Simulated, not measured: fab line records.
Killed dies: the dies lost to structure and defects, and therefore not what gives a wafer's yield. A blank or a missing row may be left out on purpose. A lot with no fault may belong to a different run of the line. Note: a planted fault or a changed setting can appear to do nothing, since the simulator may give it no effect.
The tool behind it: which one? | flow n5 finfet | 24 lots with 72 wafers sampled at 5 steps, on a route of 1938 steps

WHAT THE GAUGES READ, wafer by wafer
N5_BEOL_M7_THK_MEAS_01. Usual: M7_ILD_THK typically reads 155.4 nm, with standard deviation 2.1.
lot  | measured     | on            | M7_ILD_THK (nm)   | flag
L074 | day 8 14:39  | film metro-01 | 154.7 152.2 157.0 |
L076 | day 8 20:38  | film metro-02 | 153.4 155.4 158.0 |
L075 | day 8 23:02  | film metro-02 | 157.4 157.0 159.0 |
L077 | day 9 23:08  | film metro-02 | 154.6 156.8 158.5 |
L079 | day 10 03:59 | film metro-01 | 152.7 156.2 157.9 |
L078 | day 10 06:32 | film metro-01 | 154.2 155.4 157.5 |
L081 | day 10 07:44 | film metro-01 | 152.7 157.7 155.4 |
L080 | day 10 09:55 | film metro-01 | 153.6 157.1 154.9 |
L082 | day 10 11:05 | film metro-02 | 157.3 155.0 157.9 |
L083 | day 10 23:42 | film metro-02 | 154.9 160.6 157.0 |
L084 | day 11 00:57 | film metro-02 | 156.1 155.8 156.1 |
L085 | day 11 12:58 | film metro-01 | 151.8 153.3 155.3 |
L086 | day 11 21:49 | film metro-01 | 156.1 154.4 158.9 |
L088 | day 12 00:50 | film metro-02 | 156.2 151.5 158.4 |
L087 | day 12 05:56 | film metro-02 | 154.2 155.8 154.0 |
L089 | day 12 18:34 | film metro-01 | 153.8 155.5 154.7 |
L091 | day 13 00:00 | film metro-02 | 150.8 151.6 153.8 |
L090 | day 13 00:37 | film metro-02 | 154.2 153.0 154.8 |
L092 | day 13 00:50 | film metro-02 | 154.2 158.8 158.9 |
L093 | day 13 08:43 | film metro-02 | 154.1 158.0 154.4 |
L094 | day 13 16:07 | film metro-02 | 158.4 155.7 154.2 |
L095 | day 13 21:15 | film metro-02 | 155.0 154.0 155.3 |
L096 | day 14 17:29 | film metro-02 | 154.7 152.7 157.9 |
L097 | day 14 18:14 | film metro-01 | 152.0 153.4 156.8 |

N5_BEOL_M7_CD_MEAS_18: pitch 80 nm, target cd 40 nm. Usual: 40.0 nm for cd nm, sd 0.64.
lot  | measured     | on        | cd nm (nm)     | flag
L074 | day 8 16:04  | cd sem-03 | 38.6 39.2 39.2 |
L076 | day 8 21:49  | cd sem-02 | 39.5 39.6 39.3 |
L075 | day 9 00:56  | cd sem-02 | 39.2 39.3 38.8 |
L077 | day 10 01:04 | cd sem-03 | 40.6 40.4 40.3 |
L079 | day 10 06:20 | cd sem-02 | 40.3 39.9 40.0 |
L078 | day 10 07:56 | cd sem-02 | 40.0 40.4 40.3 |
L081 | day 10 09:26 | cd sem-01 | 39.1 38.8 38.3 |
L080 | day 10 12:11 | cd sem-02 | 40.5 41.1 40.2 |
L082 | day 10 12:44 | cd sem-03 | 40.3 40.4 40.5 |
L083 | day 11 01:56 | cd sem-03 | 39.8 40.0 40.0 |
L084 | day 11 02:53 | cd sem-01 | 40.4 40.0 40.7 |
L085 | day 11 15:12 | cd sem-03 | 40.1 40.8 41.0 |
L086 | day 12 00:24 | cd sem-02 | 39.4 40.1 39.8 |
L088 | day 12 03:13 | cd sem-01 | 39.8 39.7 39.2 |
L087 | day 12 07:28 | cd sem-02 | 41.1 40.1 41.6 |
L089 | day 12 20:08 | cd sem-02 | 40.1 40.4 40.0 |
L091 | day 13 02:32 | cd sem-01 | 40.9 40.1 40.6 |
L090 | day 13 02:51 | cd sem-02 | 39.5 39.9 40.5 |
L092 | day 13 02:59 | cd sem-01 | 39.4 39.6 39.4 |
L093 | day 13 09:55 | cd sem-03 | 39.3 40.3 39.4 |
L094 | day 13 19:17 | cd sem-02 | 39.1 38.9 38.7 |
L095 | day 13 23:16 | cd sem-03 | 39.5 39.7 39.8 |
L096 | day 14 18:38 | cd sem-03 | 40.0 40.2 39.6 |
L097 | day 14 21:04 | cd sem-02 | 39.2 40.7 39.8 |

TOOL THAT RAN EACH LOT (tool first, then ch and the chambers of the sampled wafers, then the start)
lot  | N5_BEOL_M6_STRIP_36                | N5_BEOL_M6_CURE_75            | N5_BEOL_M6_SPUTTER_48
L074 | rie diel-05 ch 0,1,3, day 8 10:47  | uv cure-03 ch 2, day 8 11:11  | pvd sputter-01, day 8 13:02
L076 | rie diel-05 ch 1,3, day 8 17:19    | uv cure-02 ch 1, day 8 17:42  | pvd sputter-02, day 8 19:04
L075 | rie diel-06 ch 0,3, day 8 19:43    | uv cure-02 ch 0, day 8 20:07  | pvd sputter-01, day 8 21:26
L077 | rie diel-06 ch 0,1,3, day 9 18:01  | uv cure-01 ch 2, day 9 18:36  | pvd sputter-03, day 9 21:25
L079 | rie diel-06 ch 1,2,3, day 9 23:25  | uv cure-02 ch 0, day 10 00:04 | pvd sputter-03, day 10 01:46
L078 | rie diel-06 ch 1,2,3, day 10 01:50 | uv cure-01 ch 0, day 10 02:14 | pvd sputter-03, day 10 04:46
L081 | rie diel-03 ch 2,3, day 10 04:22   | uv cure-02 ch 1, day 10 04:52 | pvd sputter-02, day 10 05:56
L080 | rie diel-03 ch 0,2, day 10 06:32   | uv cure-03 ch 2, day 10 06:57 | pvd sputter-03, day 10 08:20
L082 | rie diel-06 ch 1,2,3, day 10 06:59 | uv cure-01 ch 1, day 10 07:23 | pvd sputter-02, day 10 08:56
L083 | rie diel-05 ch 0,1,2, day 10 19:10 | uv cure-01 ch 1, day 10 19:37 | pvd sputter-03, day 10 21:52
L084 | rie diel-03 ch 0,2,3, day 10 21:35 | uv cure-02 ch 0, day 10 21:59 | pvd sputter-01, day 10 22:56
L085 | rie diel-05 ch 0,2,3, day 11 08:16 | uv cure-03 ch 0, day 11 08:54 | pvd sputter-03, day 11 10:53
L086 | rie diel-06 ch 0,2, day 11 17:43   | uv cure-02 ch 1, day 11 18:07 | pvd sputter-03, day 11 19:34
L088 | rie diel-06 ch 0,1,2, day 11 20:15 | uv cure-03 ch 0, day 11 20:42 | pvd sputter-02, day 11 23:08
L087 | rie diel-03 ch 0,1, day 12 02:04   | uv cure-01 ch 0, day 12 02:28 | pvd sputter-01, day 12 03:52
L089 | rie diel-06 ch 1,2, day 12 13:13   | uv cure-01 ch 0, day 12 13:42 | pvd sputter-02, day 12 16:49
L091 | rie diel-03 ch 0,3, day 12 19:26   | uv cure-01 ch 1, day 12 19:50 | pvd sputter-01, day 12 22:16
L090 | rie diel-03 ch 0,1,2, day 12 19:50 | uv cure-03 ch 1, day 12 20:16 | pvd sputter-02, day 12 22:53
L092 | rie diel-05 ch 0,1,2, day 12 19:52 | uv cure-02 ch 2, day 12 20:26 | pvd sputter-02, day 12 22:58
L093 | rie diel-06 ch 1,2, day 13 05:14   | uv cure-01 ch 1, day 13 05:41 | pvd sputter-02, day 13 06:59
L094 | rie diel-03 ch 0,1,2, day 13 12:56 | uv cure-03 ch 2, day 13 13:25 | pvd sputter-03, day 13 14:20
L095 | rie diel-05 ch 0,1,2, day 13 18:07 | uv cure-03 ch 2, day 13 18:31 | pvd sputter-03, day 13 19:33
L096 | rie diel-03 ch 1,2,3, day 14 13:35 | uv cure-02 ch 1, day 14 13:58 | pvd sputter-03, day 14 15:24
L097 | rie diel-03 ch 1,2, day 14 13:59   | uv cure-03 ch 2, day 14 14:22 | pvd sputter-01, day 14 15:49
- N5_BEOL_M6_STRIP_36: strips in N2/H2.
- N5_BEOL_M6_CURE_75: cures SiCOH lowk, time 120 s.
- N5_BEOL_M6_SPUTTER_48: material Cu, target thk 10 nm, time 1.667 s.

AS READ BY THE TOOLS THEMSELVES (means over the sampled wafers that have a number; for cases with no such wafer, the mark the record gives instead)
N5_BEOL_M6_STRIP_36. Usual: drypump motor current A 5.7 A, standard deviation 0.43; oes product au 0.79 a.u., standard deviation 0.091; rf vpp V 59.1 V, standard deviation 1.6; showerhead plenum p Torr 2.52 Torr, standard deviation 0.094; throttle valve pct 23.55 %, standard deviation 0.25.
lot  | tool        | drypump motor current A (A) | oes product au (a.u.) | rf vpp V (V) | showerhead plenum p Torr (Torr) | throttle valve pct (%) | flag
L074 | rie diel-05 | 5.4                         | 0.79                  | 58.5         | 2.51                            | 23.68                  |
L076 | rie diel-05 | 5.2                         | 0.85                  | 58.6         | 2.49                            | 23.76                  |
L075 | rie diel-06 | 5.5                         | 0.70                  | 58.0         | 2.53                            | 23.66                  |
L077 | rie diel-06 | 5.6                         | 0.71                  | 59.3         | 2.51                            | 23.44                  |
L079 | rie diel-06 | 5.8                         | 0.79                  | 60.2         | 2.55                            | 23.25                  |
L078 | rie diel-06 | 5.8                         | 0.79                  | 58.8         | 2.55                            | 23.24                  |
L081 | rie diel-03 | 6.0                         | 0.77                  | 60.7         | 2.44                            | 23.77                  |
L080 | rie diel-03 | 6.2                         | 0.74                  | 58.6         | 2.43                            | 23.73                  |
L082 | rie diel-06 | 5.9                         | 0.79                  | 59.1         | 2.55                            | 23.26                  |
L083 | rie diel-05 | 5.5                         | 0.71                  | 60.1         | 2.54                            | 23.50                  |
L084 | rie diel-03 | 6.0                         | 0.79                  | 60.1         | 2.45                            | 23.64                  |
L085 | rie diel-05 | 5.5                         | 0.76                  | 58.1         | 2.53                            | 23.53                  |
L086 | rie diel-06 | 5.3                         | 0.94                  | 59.8         | 2.63                            | 23.47                  |
L088 | rie diel-06 | 5.3                         | 0.86                  | 59.3         | 2.61                            | 23.33                  |
L087 | rie diel-03 | 5.8                         | 0.81                  | 60.3         | 2.48                            | 23.60                  |
L089 | rie diel-06 | 5.6                         | 0.84                  | 61.0         | 2.64                            | 23.22                  |
L091 | rie diel-03 | 5.9                         | 0.80                  | 59.0         | 2.44                            | 23.52                  |
L090 | rie diel-03 | 5.9                         | 0.79                  | 57.9         | 2.48                            | 23.75                  |
L092 | rie diel-05 | 5.6                         | 0.71                  | 60.0         | 2.54                            | 23.52                  |
L093 | rie diel-06 | 5.5                         | 0.78                  | 59.0         | 2.58                            | 23.20                  |
L094 | rie diel-03 | 5.9                         | 0.77                  | 59.4         | 2.48                            | 23.75                  |
L095 | rie diel-05 | 5.5                         | 0.69                  | 59.2         | 2.53                            | 23.53                  |
L096 | rie diel-03 | 5.7                         | 0.80                  | 58.9         | 2.49                            | 23.80                  |
L097 | rie diel-03 | 5.9                         | 0.75                  | 60.2         | 2.47                            | 23.92                  |

N5_BEOL_M6_CURE_75. Usual: lamp power pct 52.31 %, standard deviation 0.057; wafer_temp_C_max 371.9, standard deviation 0.75.
lot  | tool       | lamp power pct (%) | wafer_temp_C_max | flag
L074 | uv cure-03 | 52.34              | 371.6            |
L076 | uv cure-02 | 52.32              | 373.0            |
L075 | uv cure-02 | 52.32              | 371.8            |
L077 | uv cure-01 | 52.30              | 371.4            |
L079 | uv cure-02 | 52.32              | 371.5            |
L078 | uv cure-01 | 52.30              | 371.3            |
L081 | uv cure-02 | 52.25              | 372.8            |
L080 | uv cure-03 | 52.31              | 371.4            |
L082 | uv cure-01 | 52.35              | 372.3            |
L083 | uv cure-01 | 52.29              | 373.1            |
L084 | uv cure-02 | 52.34              | 371.5            |
L085 | uv cure-03 | 52.29              | 371.0            |
L086 | uv cure-02 | 52.33              | 372.2            |
L088 | uv cure-03 | 52.37              | 371.2            |
L087 | uv cure-01 | 52.32              | 371.4            |
L089 | uv cure-01 | 52.31              | 371.0            |
L091 | uv cure-01 | 52.29              | 372.5            |
L090 | uv cure-03 | 52.33              | 372.5            |
L092 | uv cure-02 | 52.35              | 371.9            |
L093 | uv cure-01 | 52.33              | 372.7            |
L094 | uv cure-03 | 52.32              | 371.3            |
L095 | uv cure-03 | 52.31              | 371.6            |
L096 | uv cure-02 | 52.34              | 372.8            |
L097 | uv cure-03 | 52.35              | 371.7            |

N5_BEOL_M6_SPUTTER_48. Usual: bias v 60.0 V, standard deviation 0.63; chamber pressure pa 0.12996 Pa, standard deviation 0.00029; chuck sensor temp C -15.9 C, standard deviation 0.51; throttle valve pct 30.2 %, standard deviation 1.1.
lot  | tool           | bias v (V) | chamber pressure pa (Pa) | chuck sensor temp C (C) | throttle valve pct (%) | flag
L074 | pvd sputter-01 | 60.6       | 0.13005                  | -16.4                   | 29.9                   |
L076 | pvd sputter-02 | 60.3       | 0.13007                  | -16.5                   | 30.0                   |
L075 | pvd sputter-01 | 60.4       | 0.13011                  | -15.5                   | 31.2                   |
L077 | pvd sputter-03 | 59.8       | 0.13001                  | -15.7                   | 30.9                   |
L079 | pvd sputter-03 | 60.1       | 0.12993                  | -15.8                   | 29.9                   |
L078 | pvd sputter-03 | 60.8       | 0.13012                  | -16.0                   | 28.9                   |
L081 | pvd sputter-02 | 60.5       | 0.13003                  | -16.0                   | 29.7                   |
L080 | pvd sputter-03 | 60.2       | 0.12995                  | -15.8                   | 28.9                   |
L082 | pvd sputter-02 | 59.5       | 0.12971                  | -15.8                   | 30.3                   |
L083 | pvd sputter-03 | 60.1       | 0.13001                  | -16.0                   | 30.3                   |
L084 | pvd sputter-01 | 59.5       | 0.12980                  | -15.7                   | 30.6                   |
L085 | pvd sputter-03 | 60.0       | 0.13016                  | -16.0                   | 29.4                   |
L086 | pvd sputter-03 | 60.1       | 0.12971                  | -16.0                   | 29.4                   |
L088 | pvd sputter-02 | 60.2       | 0.12998                  | -15.5                   | 29.9                   |
L087 | pvd sputter-01 | 60.3       | 0.12991                  | -16.1                   | 30.0                   |
L089 | pvd sputter-02 | 59.8       | 0.12990                  | -15.6                   | 30.6                   |
L091 | pvd sputter-01 | 59.7       | 0.13022                  | -16.0                   | 30.5                   |
L090 | pvd sputter-02 | 59.5       | 0.12976                  | -15.8                   | 30.5                   |
L092 | pvd sputter-02 | 59.7       | 0.13024                  | -16.1                   | 30.8                   |
L093 | pvd sputter-02 | 59.6       | 0.12991                  | -16.1                   | 29.8                   |
L094 | pvd sputter-03 | 60.6       | 0.12980                  | -15.9                   | 28.7                   |
L095 | pvd sputter-03 | 59.3       | 0.13020                  | -16.0                   | 29.2                   |
L096 | pvd sputter-03 | 60.4       | 0.13008                  | -15.9                   | 29.4                   |
L097 | pvd sputter-01 | 59.4       | 0.12973                  | -16.1                   | 30.1                   |

THE ANSWER, worked out from the rows above alone
Rule: a lot is off if the mean of its wafers that have a number lies more than 3 standard deviations from the usual mean. A lot without any number at a reading at which 4 lots or more have one is off too. The other lots that the step has rows for count as sound. After the gauges, taken in route order, come the tools' own readings; for these a lot's mean is taken, as printed above. The first step at which some lot is off is used, and at that step the reading that is off furthest; a lot without a number counts as furthest.
No lot is off on any of the readings shown, so nothing can be concluded from this.

WHAT HAD BEEN PUT IN BY THE SIMULATOR
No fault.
